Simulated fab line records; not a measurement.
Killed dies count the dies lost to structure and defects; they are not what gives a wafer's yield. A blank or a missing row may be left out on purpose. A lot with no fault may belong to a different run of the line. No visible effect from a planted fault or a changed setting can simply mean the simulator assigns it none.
Matching of chambers -- flow n5-finfet -- rie-diel-04 running N5_MOL_CONTACT_COAG_ETCH_65: 4 sister chambers
The step etches underlayer in N2/H2, target depth 13 nm, time 10.4 s. 8 wafers are shown with their chamber, then 7 later ones without.

WAFERS PAIRED WITH THEIR CHAMBERS
wafer,chamber,drypump-motor-current-A (A),throttle-valve-pct (%)
L074.2,0,5.7,17.88
L083.3,3,5.1,18.02
L083.4,1,6.3,17.38
L089.3,0,5.8,17.47
L089.5,1,6.3,17.42
L089.6,2,6.1,18.06
L090.1,3,5.2,18.08
L090.5,2,6.1,18.07

WAFERS WITH NO CHAMBER GIVEN
wafer,drypump-motor-current-A (A),throttle-valve-pct (%)
L090.6,5.1,18.05
L094.1,5.1,18.08
L094.3,6.1,18.08
L094.4,5.8,17.49
L097.3,5.0,18.08
L097.5,5.1,18.09
L097.6,5.8,17.49

THE CHAMBER EACH PASSED THROUGH
wafer,from the rows above,in truth
L090.6,3,3
L094.1,3,3
L094.3,2,2
L094.4,0,0
L097.3,3,3
L097.5,3,3
L097.6,0,0
7 of 7 placed correctly. Not placeable from these rows: 0. 0 placed wrongly.
How it was worked out, from the rows above alone: a wafer's distance from a chamber is the root of the sum, over the readings, of the square of ((its reading less the chamber's mean) divided by the reading's scatter). The wafer belongs to the nearest chamber; if the next one is less than 2 further off, it can't be placed. A chamber's mean is the mean of its shown wafers. The scatter is the square root of a quotient: the sum, over the shown wafers, of each reading's squared deviation from its chamber's mean, divided by wafers minus chambers.
